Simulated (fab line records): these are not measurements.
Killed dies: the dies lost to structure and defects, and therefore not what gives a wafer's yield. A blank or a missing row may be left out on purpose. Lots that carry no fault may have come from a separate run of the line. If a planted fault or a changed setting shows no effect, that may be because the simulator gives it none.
A struck lot beside a sound one    flow nandHarc    13 out of 1159 route steps
Sound: wafers L986.2, L986.5, L986.6. Struck: wafer L995.4; the same lot's L995.6 was not struck, so it is left out; see the end for the cause.
Per side, at each step with rows, come the tool, then ch with its chambers, and then its first start. Under that, the readings that differ: sound wafers    struck wafers    difference of the means    sigmas: that difference in standard deviations of wafers without a fault.
alike: same words and numbers on both sides, and readings whose means sit less than 2 such deviations apart. not compared: any withheld reading, any reading some wafer has no value for, any bound like >300 that may hide the same value, and any number with overlapping values for which the record gives no deviation.
The two part at a step that has a row with sigmas, a row that says differs or no value, or rows on one side only. Non-overlapping numbers with no deviation appear without sigmas and do not part them. Lack of a reading on every wafer of one side parts them only where that side has two or more wafers.

NHARC_A_WL_FILL_CVD_03: deposits W, target thk 40 nm, time 3302 s.
  sound on cvdW-02 ch 0,1, day 18 09:13; struck on cvdW-01 ch 1, day 19 18:16
  alike: heaterPowerOuterW, heaterPowerW, throttleValvePct
then, 1 step without rows for these wafers: NHARC_A_WL_FILL_ETCHBACK_04 (etches the open film in NF3, target depth 60 nm, time 120 s).
NHARC_A_WL_FILL_ETCHBACK_05: etches the open film in Cl2/BCl3, target depth 22 nm, time 60 s.
  sound on rieMetal-03 ch 0,1, day 18 12:46; struck on rieMetal-03 ch 0, day 19 20:54
  alike: drypumpMotorCurrentA, oesProductAu, runLengthS
  not compared: rfHoursCounterH
NHARC_A_WL_FILL_STRIP_27: strips in N2/H2, time 20 s.
  sound on plasmaAsher-02 ch 0,1, day 18 12:53; struck on plasmaAsher-02 ch 1, day 19 21:04
  alike: drypumpMotorCurrentA, heaterPowerW
  not compared: rfHoursCounterH
then, 4 steps without rows for these wafers: NHARC_A_WL_FILL_STRIP_28 (strips in post etch residue remover, time 1200 s); NHARC_A_WL_FILL_PRECLEAN_06 (cleans in DIW, time 300 s); NHARC_A_WL_FILL_SRD_07; NHARC_A_WL_FILL_ANNEAL_08 (time 1800 s).
NHARC_A_WL_FILL_ALD_10: deposits SiO2, target thk 50 nm, pulse time 10 s, ald cycles 500.
  sound on aldHk-01 ch 1,2,3, day 18 16:31; struck on aldHk-03 ch 2, day 20 02:31
  alike: heaterPowerOuterW, heaterPowerW, precursorPulseHeightRel
NHARC_A_WL_FILL_ETCHBACK_16: etches the open film in C4F8/O2/Ar, target depth 88 nm, time 17.6 s.
  sound: rieDiel-08 ch 0,1,2; struck: rieDiel-08 ch 1
  alike: oesProductAu, rfVppV, runLengthS
  not compared: rfHoursCounterH
then, 1 step without rows for these wafers: NHARC_A_WL_FILL_STRIP_29 (strips in O2, time 20 s).
NHARC_A_WL_FILL_ETCHBACK_17: etches the open film in Cl2/BCl3, target depth 4 nm, time 26.7 s.
  sound on rieMetal-02 ch 0,1, day 18 20:19; struck on rieMetal-03 ch 1, day 20 07:19
reading                   sound           struck  difference  sigmas
drypumpMotorCurrentA (A)  5.3 5.3 4.9     6.0     +0.8        +2
runLengthS (s)            47.8 47.9 47.7  40.7    -7.1        -24
  alike: oesProductAu
  not compared: rfHoursCounterH
then, 1 step without rows for these wafers: NHARC_A_WL_FILL_PRECLEAN_18 (cleans in dHF, time 30 s).

## WHERE THEY PART
At NHARC_A_WL_FILL_ETCHBACK_17 and nowhere else, as far as this record goes.

WHY: what had been put in by the simulator
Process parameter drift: rieMetal-03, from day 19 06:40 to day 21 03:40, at NHARC_A_WL_FILL_ETCHBACK_17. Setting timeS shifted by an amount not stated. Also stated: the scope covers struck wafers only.
